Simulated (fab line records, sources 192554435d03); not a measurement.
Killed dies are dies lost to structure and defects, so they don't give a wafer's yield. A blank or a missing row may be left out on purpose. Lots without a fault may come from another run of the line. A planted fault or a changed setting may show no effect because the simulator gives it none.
fab line records | flow n5_finfet
record lots=24 wafers=72 last_day=20
route steps=1938 shown FIN_CUT@174 STI_FIN_REVEAL@184 DUMMY_GATE@235 SPACER0@261
lots that met no fault: from a run of the same line without faults
start_h: hours from the record's first day to the start of the lot's first wafer shown | wait_h: hours since the lot's step before | " the same as in the row above | L1.1+2: a row that stands for several wafers | - no value, or no start given | * or withheld: withheld | < > ~ a bound
route shown NAME@n: a module of which the file shows steps, and the number in the route of the first | usual: mean/standard deviation of fault-free wafers | same: alike in all rows | chamber/n: place in a boat | sites: the reading at each site | _std_site: their standard deviation | _edge_site: outer sites' mean less inner sites' | radius_mm: how far each site lies from the wafer's centre | mask NAME#n: copy n | behind: the tool/chamber that last shaped the wafer | hold: why the lot was held/for how many hours/how that ended | device: the transistor (n, p or np) that didn't switch | end of line: the same wafers' tests at the end of the route | a step without rows: its recipe alone | killed: dies lost to structure and defects at the first sort, not the wafer's yield | map: a wafer's dies, x killed, . not, _ none there
set.NAME: the setting as run; set.NAME@STEP: as run at that earlier step | model.NAME: the simulator's own value behind a step, which no gauge read
steps of the route over a sample of lots; a table a step, a row a wafer
services: from which hour (start_h, from the record's first day; less than 0 if before it) a tool's chamber was out of use, for how many hours, and why
## steps
# step N5_FIN_CUT_CUT_ETCH_27
# recipe chemistry=CHF3/O2 target=SiO2 target_depth_a=40 mask_material=SOC overetch_a=20 time_s=4.9 pressure_mtorr=30 source_w=650 bias_w=170 Ar_flow_sccm=200 CHF3_flow_sccm=50 O2_flow_sccm=5 ion_energy_ev=200
# usual CHF3_flow_sccm=49.99/0.15 bias_w=170.1/0.47 drypump_motor_current_A=5.8/0.57 oes_product_au=0.62/0.058 rf_vpp_V=525/5.2 showerhead_plenum_p_Torr=2.42/0.074 throttle_valve_pct=18.93/0.22
# columns lot.wafer tool chamber start_h wait_h CHF3_flow_sccm bias_w drypump_motor_current_A oes_product_au rf_hours_counter_h rf_vpp_V showerhead_plenum_p_Torr throttle_valve_pct
L074.3 rie_diel-03 2 28.13 0.0 50.03 169.5 5.0 0.64 102 534 2.54 18.88
L074.4 " 0 " " 49.88 169.9 5.6 0.60 150 524 2.41 19.01
L074.5 " 3 " " 49.81 169.8 5.3 0.54 - 530 2.46 19.19
L075.2 rie_diel-06 1 34.31 0.0 49.73 170.6 5.2 0.57 200 523 2.48 18.88
L075.4 " 3 " " 49.95 169.5 5.2 0.72 11 526 2.45 18.96
L075.6 " 1 " " 49.95 170.4 5.2 0.57 - 522 2.48 18.88
L076.1 rie_diel-06 1 38.54 0.0 49.89 169.6 5.2 0.56 201 523 2.48 18.91
L076.4 " 3 " " 50.23 169.8 5.2 0.72 12 527 2.45 18.94
L076.6 " 1 " " 50.06 169.9 5.2 0.56 - 523 2.48 18.89
L077.1 rie_diel-03 1 46.72 0.0 50.09 170.0 6.1 0.60 128 517 2.32 18.42
L077.2 " 2 " " 49.98 170.1 5.0 0.63 107 534 2.53 18.88
L077.5 " 2 " " 50.16 170.1 5.0 0.63 - 535 2.53 18.87
L078.1 rie_diel-06 1 53.75 0.0 50.16 170.5 5.2 0.55 205 523 2.48 18.92
L078.3 " 2 " " 50.19 169.8 6.4 0.64 110 518 2.34 18.89
L078.4 " 0 " " 50.03 169.7 6.5 0.58 187 528 2.50 19.12
L079.1 rie_diel-06 1 56.93 0.0 49.93 169.8 5.2 0.56 206 523 2.47 18.94
L079.2 " 0 " " 50.14 170.1 6.4 0.58 188 528 2.50 19.13
L079.6 " 3 " " 49.93 170.4 5.2 0.70 - 526 2.45 18.96
L080.1 rie_diel-01 1 63.20 0.0 50.08 168.7 6.3 0.63 101 528 2.42 18.73
L080.2 " 3 " " 50.03 170.4 6.0 0.54 225 520 2.37 19.21
L080.5 " 1 " " 50.07 170.0 6.3 0.63 - 527 2.42 18.70
L081.1 rie_diel-03 3 69.65 0.0 49.96 170.2 5.4 0.77 6 529 2.46 18.77
L081.3 " 0 " " 49.87 170.4 5.6 0.60 162 521 2.41 19.05
L081.4 " 0 " " 49.99 170.3 5.5 0.59 - 523 2.41 19.03
L082.3 rie_diel-06 2 75.40 0.0 50.07 170.1 6.4 0.64 116 518 2.34 18.90
L082.5 " 3 " " 50.09 170.7 5.2 0.69 - 526 2.45 18.96
L082.6 " 0 " " 49.90 169.5 6.4 0.57 - 527 2.49 19.14
L083.1 rie_diel-03 2 81.99 0.0 49.82 170.1 5.0 0.63 118 534 2.53 18.90
L083.5 " 3 " " 50.21 171.1 5.4 0.76 - 528 2.46 18.79
L083.6 " 2 " " 50.17 169.7 5.0 0.62 - 534 2.53 18.90
L084.3 rie_diel-01 1 87.17 0.0 50.08 170.8 6.3 0.63 108 525 2.42 18.72
L084.5 " 2 " " 49.80 169.3 6.4 0.56 - 520 2.28 19.37
L084.6 " 3 " " 50.21 170.2 6.0 0.53 - 517 2.37 19.21
L085.3 rie_diel-01 3 97.56 0.0 50.02 169.9 6.0 0.53 234 518 2.37 19.21
L085.4 " 2 " " 50.07 169.4 6.4 0.55 247 523 2.27 19.37
L085.6 " 0 " " 50.08 170.6 6.6 0.66 - 527 2.35 19.11
L086.2 rie_diel-06 3 102.95 0.0 50.17 169.9 5.2 0.69 30 525 2.45 19.00
L086.3 " 0 " " 49.94 169.5 6.4 0.57 201 530 2.49 19.13
L086.6 " 0 " " 49.96 170.0 6.4 0.57 - 528 2.49 19.13
L087.3 rie_diel-06 1 106.16 0.0 49.90 170.7 5.2 0.55 218 524 2.47 18.94
L087.4 " 2 " " 50.23 170.0 6.4 0.63 123 519 2.34 18.91
L087.6 " 2 " " 50.14 170.4 6.4 0.63 - 518 2.34 18.89
L088.3 rie_diel-03 3 111.21 0.0 49.78 169.9 5.4 0.74 15 529 2.45 18.77
L088.5 " 2 " " 49.97 170.2 5.0 0.62 - 533 2.53 18.90
L088.6 " 1 " " 50.03 170.8 6.1 0.59 - 517 2.32 18.42
L089.2 rie_diel-06 3 117.49 0.0 50.04 170.1 5.2 0.68 33 528 2.45 18.99
L089.4 " 1 " " 50.02 169.5 5.2 0.56 221 524 2.47 18.94
L089.5 " 0 " " 50.05 169.4 6.4 0.58 - 528 2.49 19.16
L090.2 rie_diel-01 1 129.04 0.0 50.29 170.1 6.3 0.62 122 528 2.42 18.76
L090.4 " 3 " " 49.80 170.6 6.0 0.53 - 518 2.37 19.24
L090.5 " 0 " " 49.77 170.0 6.6 0.66 - 526 2.35 19.13
L091.1 rie_diel-03 1 143.35 0.0 49.97 169.3 6.1 0.59 141 517 2.31 18.44
L091.3 " 2 " " 49.92 170.0 5.0 0.62 128 534 2.53 18.91
L091.4 " 3 " " 49.79 170.9 5.3 0.73 20 528 2.45 18.79
L092.2 rie_diel-03 1 144.18 0.0 49.87 170.2 6.1 0.59 141 517 2.31 18.43
L092.3 " 2 " " 49.90 170.9 5.0 0.62 129 534 2.53 18.92
L092.4 " 0 " " 50.25 169.9 5.6 0.58 177 521 2.40 19.07
L093.3 rie_diel-03 2 155.24 0.0 49.77 170.2 5.0 0.61 132 533 2.52 18.93
L093.5 " 2 " " 49.96 170.8 5.0 0.61 - 533 2.52 18.90
L093.6 " 3 " " 50.01 170.1 5.3 0.72 - 529 2.45 18.81
L094.1 rie_diel-06 2 163.14 0.0 49.77 170.8 6.4 0.62 136 519 2.33 18.91
L094.2 " 3 " " 49.73 170.3 5.2 0.66 42 527 2.44 19.02
L094.6 " 0 " " 49.95 170.5 6.4 0.56 - 528 2.49 19.17
L095.1 rie_diel-01 0 164.80 0.0 49.92 170.3 6.6 0.64 82 527 2.34 19.15
L095.4 " 0 " " 49.89 170.4 6.6 0.65 - 526 2.34 19.15
L095.6 " 2 " " 49.89 170.5 6.4 0.73 - 530 2.56 18.97
L096.1 rie_diel-03 3 165.02 0.0 50.36 170.3 5.3 0.72 28 529 2.45 18.80
L096.3 " 0 " " 50.20 169.6 5.5 0.59 182 523 2.40 19.05
L096.6 " 1 " " 49.79 169.2 6.1 0.59 - 516 2.31 18.44
L097.1 rie_diel-03 2 168.16 0.0 49.87 170.4 5.0 0.61 136 533 2.52 18.93
L097.2 " 3 " " 49.90 169.5 5.4 0.71 30 529 2.45 18.81
L097.6 " 0 " " 49.82 170.7 5.6 0.58 - 523 2.40 19.06
# step N5_STI_FIN_REVEAL_ALD_14
# recipe material=Si3N4 target_thk_a=30 temp_c=400 ald_precursor_family=SiH2I2 ald_co_reactant=N2/H2-plasma pressure_torr=2
# usual heater_power_w=856/100
# columns lot.wafer tool chamber start_h wait_h heater_power_w since_wet_clean_h
L074.3 ald_sin-03 0 28.92 0.1 783 -
L074.4 " 1 " " 867 -
L074.5 " 1 " " 879 -
L075.2 ald_sin-03 1 34.85 0.0 874 224
L075.4 " 2 " " 1042 -
L075.6 " 0 " " 800 -
L076.1 ald_sin-03 1 39.30 0.0 911 229
L076.4 " 2 " " 1038 -
L076.6 " 0 " " 792 -
L077.1 ald_sin-01 1 47.45 0.0 730 39
L077.2 " 2 " " 841 39
L077.5 " 3 " " 826 -
L078.1 ald_sin-01 0 54.27 0.0 922 45
L078.3 " 2 " " 853 45
L078.4 " 1 " " 726 45
L079.1 ald_sin-01 3 57.58 0.0 853 49
L079.2 " 2 " " 846 49
L079.6 " 0 " " 909 -
L080.1 ald_sin-03 1 63.72 0.0 909 253
L080.2 " 3 " " 868 253
L080.5 " 2 " " 1050 -
L081.1 ald_sin-03 3 70.57 0.0 855 260
L081.3 " 0 " " 794 260
L081.4 " 1 " " 893 260
L082.3 ald_sin-03 2 75.92 0.0 1042 265
L082.5 " 1 " " 893 -
L082.6 " 0 " " 800 -
L083.1 ald_sin-02 3 82.53 0.0 748 179
L083.5 " 3 " " 766 -
L083.6 " 2 " " 641 -
L084.3 ald_sin-02 2 87.69 0.0 661 184
L084.5 " 3 " " 763 -
L084.6 " 0 " " 780 -
L085.3 ald_sin-02 3 99.88 0.0 766 197
L085.4 " 0 " " 772 197
L085.6 " 0 " " 782 -
L086.2 ald_sin-02 2 103.47 0.0 648 200
L086.3 " 3 " " 769 200
L086.6 " 3 " " 766 -
L087.3 ald_sin-01 0 106.99 0.0 881 98
L087.4 " 1 " " 730 98
L087.6 " 0 " " 910 -
L088.3 ald_sin-03 3 111.73 0.0 867 301
L088.5 " 3 " " 875 -
L088.6 " 2 " " 1065 -
L089.2 ald_sin-03 3 118.05 0.0 851 307
L089.4 " 1 " " 898 307
L089.5 " 0 " " 788 -
L090.2 ald_sin-03 3 130.14 0.0 864 319
L090.4 " 1 " " 911 -
L090.5 " 0 " " 794 -
L091.1 ald_sin-03 1 143.87 0.0 932 333
L091.3 " 3 " " 856 333
L091.4 " 0 " " 795 333
L092.2 ald_sin-02 0 144.76 0.0 791 241
L092.3 " 2 " " 649 241
L092.4 " 3 " " 739 241
L093.3 ald_sin-02 3 156.01 0.0 749 253
L093.5 " 3 " " 758 -
L093.6 " 2 " " 673 -
L094.1 ald_sin-01 0 163.68 0.0 903 155
L094.2 " 3 " " 832 155
L094.6 " 0 " " 908 -
L095.1 ald_sin-01 1 165.32 0.0 743 157
L095.4 " 0 " " 886 157
L095.6 " 2 " " 869 -
L096.1 ald_sin-03 3 165.61 0.0 890 355
L096.3 " 1 " " 930 355
L096.6 " 3 " " 870 -
L097.1 ald_sin-03 1 168.68 0.0 889 358
L097.2 " 3 " " 862 358
L097.6 " 2 " " 1058 -
# step N5_DUMMY_GATE_ETCH_29
# recipe chemistry=N2/H2 target=underlayer target_depth_a=130 ion_energy_ev=200 pressure_mtorr=30 source_w=840 bias_w=150 n2_flow_sccm=200 h2_flow_sccm=200
# usual bias_w=150.0/0.47 drypump_motor_current_A=5.8/0.56 oes_product_au=0.79/0.086 rf_vpp_V=524.2/2.3 showerhead_plenum_p_Torr=2.55/0.081 throttle_valve_pct=18.02/0.18
# columns lot.wafer tool chamber start_h wait_h bias_w drypump_motor_current_A oes_product_au rf_hours_counter_h rf_vpp_V showerhead_plenum_p_Torr throttle_valve_pct
L074.3 rie_diel-06 1 47.24 0.0 150.1 5.2 0.70 203 526.9 2.62 17.99
L074.4 " 2 " " 150.2 6.4 0.82 108 522.6 2.46 17.91
L074.5 " 0 " " 150.7 6.4 0.73 - 525.8 2.63 18.22
L075.2 rie_diel-03 0 55.99 0.0 149.6 5.6 0.75 157 521.9 2.53 18.03
L075.4 " 1 " " 149.5 6.1 0.76 130 521.4 2.45 17.62
L075.6 " 0 " " 149.1 5.5 0.75 - 525.3 2.53 18.04
L076.1 rie_diel-03 2 58.74 0.0 149.9 5.0 0.79 109 529.2 2.66 17.86
L076.4 " 3 " " 150.5 5.4 0.99 2 523.8 2.61 17.87
L076.6 " 0 " " 150.0 5.6 0.74 - 524.5 2.53 18.03
L077.1 rie_diel-06 0 66.98 0.0 149.5 6.4 0.73 191 524.9 2.63 18.20
L077.2 " 2 " " 149.7 6.4 0.82 113 522.5 2.46 17.93
L077.5 " 1 " " 149.5 5.2 0.70 - 526.4 2.62 17.99
L078.1 rie_diel-06 1 71.79 0.0 150.4 5.2 0.69 210 524.9 2.62 18.01
L078.3 " 3 " " 149.5 5.2 0.89 21 525.1 2.60 18.09
L078.4 " 0 " " 150.2 6.5 0.72 193 526.7 2.63 18.22
L079.1 rie_diel-01 1 75.55 0.0 150.3 6.2 0.79 105 524.9 2.56 17.81
L079.2 " 2 " " 150.2 6.4 0.71 241 518.3 2.40 18.50
L079.6 " 3 " " 150.7 6.0 0.68 - 523.2 2.50 18.24
L080.1 rie_diel-03 2 81.37 0.0 149.7 5.0 0.78 117 527.4 2.66 17.87
L080.2 " 3 " " 149.9 5.4 0.95 10 525.6 2.61 17.86
L080.5 " 0 " " 149.7 5.6 0.74 - 522.0 2.53 18.03
L081.1 rie_diel-06 3 88.79 0.0 150.8 5.2 0.87 26 525.1 2.59 18.09
L081.3 " 2 " " 150.6 6.4 0.81 119 521.0 2.45 17.93
L081.4 " 0 " " 149.7 6.4 0.73 197 526.9 2.63 18.22
L082.3 rie_diel-01 2 93.47 0.0 149.4 6.4 0.71 246 519.2 2.40 18.50
L082.5 " 1 " " 150.9 6.3 0.78 - 524.8 2.56 17.82
L082.6 " 2 " " 149.7 6.4 0.71 - 520.1 2.40 18.49
L083.1 rie_diel-06 3 99.80 0.0 149.2 5.2 0.86 29 525.0 2.59 18.12
L083.5 " 3 " " 149.5 5.2 0.87 - 525.7 2.59 18.10
L083.6 " 2 " " 149.8 6.4 0.81 - 521.1 2.45 17.95
L084.3 rie_diel-01 0 105.62 0.0 150.0 6.6 0.82 63 522.4 2.47 18.12
L084.5 " 3 " " 150.6 6.0 0.68 - 524.2 2.50 18.26
L084.6 " 2 " " 150.2 6.4 0.71 - 519.3 2.40 18.51
L085.3 rie_diel-03 2 117.19 0.0 150.0 5.0 0.78 125 527.2 2.66 17.87
L085.4 " 1 " " 149.5 6.1 0.77 137 521.4 2.44 17.63
L085.6 " 0 " " 150.2 5.6 0.74 - 524.3 2.53 18.07
L086.2 rie_diel-03 1 121.34 0.0 150.2 6.1 0.76 138 521.2 2.44 17.62
L086.3 " 2 " " 150.0 5.0 0.78 126 526.3 2.66 17.90
L086.6 " 2 " " 150.2 5.0 0.78 - 526.3 2.66 17.88
L087.3 rie_diel-03 1 126.77 0.0 149.2 6.1 0.75 139 521.7 2.44 17.62
L087.4 " 3 " " 149.5 5.4 0.94 19 525.4 2.60 17.88
L087.6 " 0 " " 149.6 5.5 0.73 - 525.5 2.53 18.07
L088.3 rie_diel-06 0 129.87 0.0 150.2 6.4 0.72 206 525.4 2.62 18.26
L088.5 " 2 " " 149.7 6.4 0.80 - 519.8 2.45 17.96
L088.6 " 1 " " 149.6 5.2 0.69 - 526.5 2.61 18.02
L089.2 rie_diel-06 2 144.14 0.0 148.7 6.4 0.80 131 520.4 2.45 17.94
L089.4 " 1 " " 150.3 5.2 0.68 226 525.9 2.61 18.01
L089.5 " 3 " " 149.8 5.2 0.87 - 526.5 2.59 18.12
L090.2 rie_diel-01 1 147.47 0.0 150.2 6.3 0.78 125 524.6 2.55 17.87
L090.4 " 0 " " 149.8 6.6 0.82 75 523.2 2.47 18.13
L090.5 " 2 " " 149.7 6.4 0.97 - 527.8 2.72 18.11
L091.1 rie_diel-01 0 161.17 0.0 150.6 6.6 0.81 80 521.7 2.46 18.15
L091.3 " 2 " " 150.1 6.4 0.95 7 529.2 2.72 18.12
L091.4 " 1 " " 150.6 6.3 0.77 - 523.8 2.55 17.86
L092.2 rie_diel-03 1 162.33 0.0 149.7 6.1 0.75 147 521.9 2.44 17.64
L092.3 " 0 " " 150.3 5.5 0.72 181 522.7 2.52 18.07
L092.4 " 2 " " 149.3 5.0 0.77 135 526.6 2.65 17.90
L093.3 rie_diel-06 1 175.29 0.0 150.1 5.2 0.68 236 525.9 2.61 18.04
L093.5 " 1 " " 150.1 5.2 0.68 - 526.6 2.61 18.04
L093.6 " 0 " " 151.1 6.5 0.71 - 526.0 2.62 18.27
L095.1 rie_diel-06 2 183.53 0.0 149.5 6.4 0.78 142 522.4 2.44 17.97
L095.4 " 1 " " 149.8 5.2 0.68 237 525.5 2.61 18.04
L095.6 " 1 " " 149.9 5.2 0.68 - 525.5 2.61 18.05
L094.1 rie_diel-06 0 186.64 0.0 150.4 6.4 0.71 220 526.1 2.62 18.27
L094.2 " 1 " " 150.8 5.2 0.67 239 525.4 2.61 18.03
L094.6 " 1 " " 150.6 5.2 0.67 - 525.9 2.61 18.04
L097.1 rie_diel-01 0 187.13 0.0 149.8 6.6 0.80 90 520.8 2.46 18.16
L097.2 " 2 " " 150.2 6.4 0.91 18 529.2 2.71 18.12
L097.6 " 0 " " 149.6 6.6 0.80 - 522.2 2.46 18.16
L096.1 rie_diel-03 3 187.43 0.0 149.1 5.4 0.89 37 523.9 2.59 17.91
L096.3 " 2 " " 150.3 5.0 0.76 144 526.6 2.65 17.93
L096.6 " 2 " " 150.2 5.0 0.77 - 526.5 2.65 17.91
# step N5_DUMMY_GATE_CD_MEAS_50
# recipe target_cd_nm=14
# usual cd_nm=14.07/0.28
# columns lot.wafer tool chamber start_h wait_h cd_nm
L074.3 cd_sem-01 - 47.55 0.0 14.13
L074.4 " - " " 14.62
L074.5 " - " " 14.18
L075.2 cd_sem-02 - 56.30 0.0 14.08
L075.4 " - " " 13.55
L075.6 " - " " 14.19
L076.1 cd_sem-02 - 59.05 0.0 13.73
L076.4 " - " " 14.28
L076.6 " - " " 14.04
L077.1 cd_sem-01 - 67.40 0.0 14.12
L077.2 " - " " 14.13
L077.5 " - " " 14.58
L078.1 cd_sem-03 - 72.32 0.0 13.78
L078.3 " - " " 14.05
L078.4 " - " " 14.16
L079.1 cd_sem-02 - 75.86 0.0 13.75
L079.2 " - " " 14.21
L079.6 " - " " 13.96
L080.1 cd_sem-02 - 81.68 0.0 14.52
L080.2 " - " " 13.80
L080.5 " - " " 13.79
L081.1 cd_sem-02 - 89.09 0.0 13.71
L081.3 " - " " 14.38
L081.4 " - " " 14.17
L082.3 cd_sem-02 - 93.78 0.0 13.78
L082.5 " - " " 13.99
L082.6 " - " " 14.23
L083.1 cd_sem-01 - 100.11 0.0 14.15
L083.5 " - " " 13.94
L083.6 " - " " 14.07
L084.3 cd_sem-02 - 105.94 0.0 13.78
L084.5 " - " " 13.68
L084.6 " - " " 13.69
L085.3 cd_sem-02 - 117.50 0.0 14.23
L085.4 " - " " 14.52
L085.6 " - " " 14.11
L086.2 cd_sem-02 - 121.66 0.0 14.35
L086.3 " - " " 14.26
L086.6 " - " " 14.14
L087.3 cd_sem-02 - 127.11 0.0 14.10
L087.4 " - " " 14.11
L087.6 " - " " 13.74
L088.3 cd_sem-03 - 130.18 0.0 13.49
L088.5 " - " " 13.94
L088.6 " - " " 14.60
L089.2 cd_sem-02 - 144.60 0.0 13.91
L089.4 " - " " 14.39
L089.5 " - " " 13.90
L090.2 cd_sem-03 - 147.78 0.0 13.74
L090.4 " - " " 13.92
L090.5 " - " " 13.96
L091.1 cd_sem-01 - 161.48 0.0 14.09
L091.3 " - " " 13.76
L091.4 " - " " 14.13
L092.2 cd_sem-02 - 162.64 0.0 13.69
L092.3 " - " " 13.76
L092.4 " - " " 14.14
L093.3 cd_sem-02 - 175.61 0.0 14.24
L093.5 " - " " 13.89
L093.6 " - " " 14.03
L095.1 cd_sem-01 - 183.84 0.0 14.17
L095.4 " - " " 14.51
L095.6 " - " " 14.62
L094.1 cd_sem-01 - 186.99 0.0 13.85
L094.2 " - " " 14.32
L094.6 " - " " 14.36
L097.1 cd_sem-02 - 187.46 0.0 14.21
L097.2 " - " " 13.89
L097.6 " - " " 14.62
L096.1 cd_sem-02 - 187.81 0.0 14.04
L096.3 " - " " 14.21
L096.6 " - " " 14.25
# step N5_DUMMY_GATE_INSPECT_27
# recipe inspect_instrument=brightfield mode=aei
# usual raw_defect_count=293/79
# columns lot.wafer tool chamber start_h wait_h raw_defect_count
L074.3 defect_inspect-01 - 48.47 0.0 329
L074.4 " - " " 253
L074.5 " - " " 315
L075.2 defect_inspect-02 - 57.22 0.0 458
L075.4 " - " " 250
L075.6 " - " " 165
L076.1 defect_inspect-01 - 59.83 0.0 295
L076.4 " - " " 428
L076.6 " - " " 293
L077.1 defect_inspect-02 - 68.32 0.0 130
L077.2 " - " " 165
L077.5 " - " " 217
L078.1 defect_inspect-01 - 73.10 0.0 263
L078.3 " - " " 396
L078.4 " - " " 298
L079.1 defect_inspect-01 - 76.63 0.0 353
L079.2 " - " " 239
L079.6 " - " " 369
L080.1 defect_inspect-02 - 82.53 0.0 292
L080.2 " - " " 287
L080.5 " - " " 319
L081.1 defect_inspect-01 - 89.87 0.0 213
L081.3 " - " " 263
L081.4 " - " " 259
L082.3 defect_inspect-02 - 94.56 0.0 181
L082.5 " - " " 245
L082.6 " - " " 167
L083.1 defect_inspect-01 - 100.92 0.0 398
L083.5 " - " " 403
L083.6 " - " " 323
L084.3 defect_inspect-02 - 106.95 0.0 323
L084.5 " - " " 379
L084.6 " - " " 350
L085.3 defect_inspect-02 - 118.27 0.0 236
L085.4 " - " " 185
L085.6 " - " " 218
L086.2 defect_inspect-02 - 122.53 0.0 177
L086.3 " - " " 301
L086.6 " - " " 223
L087.3 defect_inspect-01 - 127.88 0.0 155
L087.4 " - " " 161
L087.6 " - " " 262
L088.3 defect_inspect-02 - 130.96 0.0 363
L088.5 " - " " 271
L088.6 " - " " 321
L089.2 defect_inspect-02 - 145.45 0.0 339
L089.4 " - " " 353
L089.5 " - " " 259
L090.2 defect_inspect-01 - 148.56 0.0 396
L090.4 " - " " 296
L090.5 " - " " 252
L091.1 defect_inspect-02 - 162.27 0.0 298
L091.3 " - " " 178
L091.4 " - " " 163
L092.2 defect_inspect-01 - 163.43 0.0 190
L092.3 " - " " 396
L092.4 " - " " 149
L093.3 defect_inspect-01 - 176.39 0.0 417
L093.5 " - " " 329
L093.6 " - " " 280
L095.1 defect_inspect-01 - 184.65 0.0 402
L095.4 " - " " 276
L095.6 " - " " 280
L094.1 defect_inspect-01 - 187.80 0.0 353
L094.2 " - " " 385
L094.6 " - " " 340
L097.1 defect_inspect-02 - 188.39 0.0 326
L097.2 " - " " 553
L097.6 " - " " 312
L096.1 defect_inspect-01 - 189.08 0.0 383
L096.3 " - " " 318
L096.6 " - " " 347
# step N5_SPACER0_INSPECT_04
# recipe inspect_instrument=darkfield mode=post_dep
# usual raw_defect_count=132/32
# columns lot.wafer tool chamber start_h wait_h raw_defect_count
L074.3 defect_inspect-01 - 49.07 0.1 145
L074.4 " - " " 125
L074.5 " - " " 125
L075.2 defect_inspect-02 - 58.16 0.1 203
L075.4 " - " " 122
L075.6 " - " " 101
L076.1 defect_inspect-02 - 60.46 0.1 131
L076.4 " - " " 150
L076.6 " - " " 135
L077.1 defect_inspect-01 - 70.12 0.1 80
L077.2 " - " " 110
L077.5 " - " " 114
L078.1 defect_inspect-01 - 73.79 0.1 109
L078.3 " - " " 181
L078.4 " - " " 128
L079.1 defect_inspect-01 - 77.27 0.1 131
L079.2 " - " " 106
L079.6 " - " " 146
L080.1 defect_inspect-01 - 83.13 0.1 129
L080.2 " - " " 142
L080.5 " - " " 158
L081.1 defect_inspect-02 - 90.67 0.1 79
L081.3 " - " " 88
L081.4 " - " " 88
L082.3 defect_inspect-01 - 96.39 0.1 95
L082.5 " - " " 121
L082.6 " - " " 90
L083.1 defect_inspect-01 - 101.52 0.1 175
L083.5 " - " " 185
L083.6 " - " " 119
L084.3 defect_inspect-01 - 107.90 0.1 154
L084.5 " - " " 156
L084.6 " - " " 160
L085.3 defect_inspect-02 - 119.23 0.1 85
L085.4 " - " " 93
L085.6 " - " " 93
L086.2 defect_inspect-01 - 125.56 0.1 81
L086.3 " - " " 168
L086.6 " - " " 105
L087.3 defect_inspect-01 - 128.74 0.1 73
L087.4 " - " " 73
L087.6 " - " " 108
L088.3 defect_inspect-01 - 131.56 0.1 163
L088.5 " - " " 134
L088.6 " - " " 143
L089.2 defect_inspect-02 - 146.05 0.1 148
L089.4 " - " " 138
L089.5 " - " " 136
L090.2 defect_inspect-01 - 149.63 0.1 137
L090.4 " - " " 145
L090.5 " - " " 139
L091.1 defect_inspect-01 - 162.87 0.1 126
L091.3 " - " " 77
L091.4 " - " " 95
L092.2 defect_inspect-01 - 164.03 0.1 117
L092.3 " - " " 189
L092.4 " - " " 96
L093.3 defect_inspect-01 - 176.99 0.1 176
L093.5 " - " " 170
L093.6 " - " " 120
L095.1 defect_inspect-01 - 185.80 0.1 188
L095.4 " - " " 138
L095.6 " - " " 124
L094.1 defect_inspect-01 - 188.63 0.1 146
L094.2 " - " " 172
L094.6 " - " " 127
L097.1 defect_inspect-01 - 189.16 0.1 159
L097.2 " - " " 240
L097.6 " - " " 173
L096.1 defect_inspect-01 - 191.21 0.1 150
L096.3 " - " " 139
L096.6 " - " " 143
## services
# columns tool chamber start_h hours kind
ald_sin-01 0 20.47 6.9 repair
ald_sin-03 2 23.95 5.2 repair
ald_sin-03 3 24.66 15.3 repair
rie_diel-01 1 28.63 15.2 repair
rie_diel-03 3 37.19 - clean
rie_diel-03 3 37.19 - consumable_replace:focus_ring
rie_diel-03 3 37.19 11.0 scheduled_down
ald_sin-02 - 40.99 6.0 pm
ald_sin-03 1 54.80 2.8 repair
rie_diel-03 - 56.58 0.7 repair
ald_sin-03 0 58.77 9.0 repair
rie_diel-06 2 62.12 2.9 repair
rie_diel-03 1 63.66 28.1 repair
ald_sin-01 3 69.84 2.9 repair
ald_sin-02 - 75.15 1.5 repair
rie_diel-01 0 75.90 1.5 repair
ald_sin-01 - 102.83 2.8 pm
ald_sin-03 - 114.15 3.6 repair
ald_sin-01 - 119.33 4.3 pm
ald_sin-03 2 127.32 6.2 repair
ald_sin-03 - 138.77 1.3 repair
ald_sin-01 - 143.33 14.6 pm
rie_diel-03 1 174.81 17.2 repair
ald_sin-03 - 176.96 14.0 pm
## key
fault none
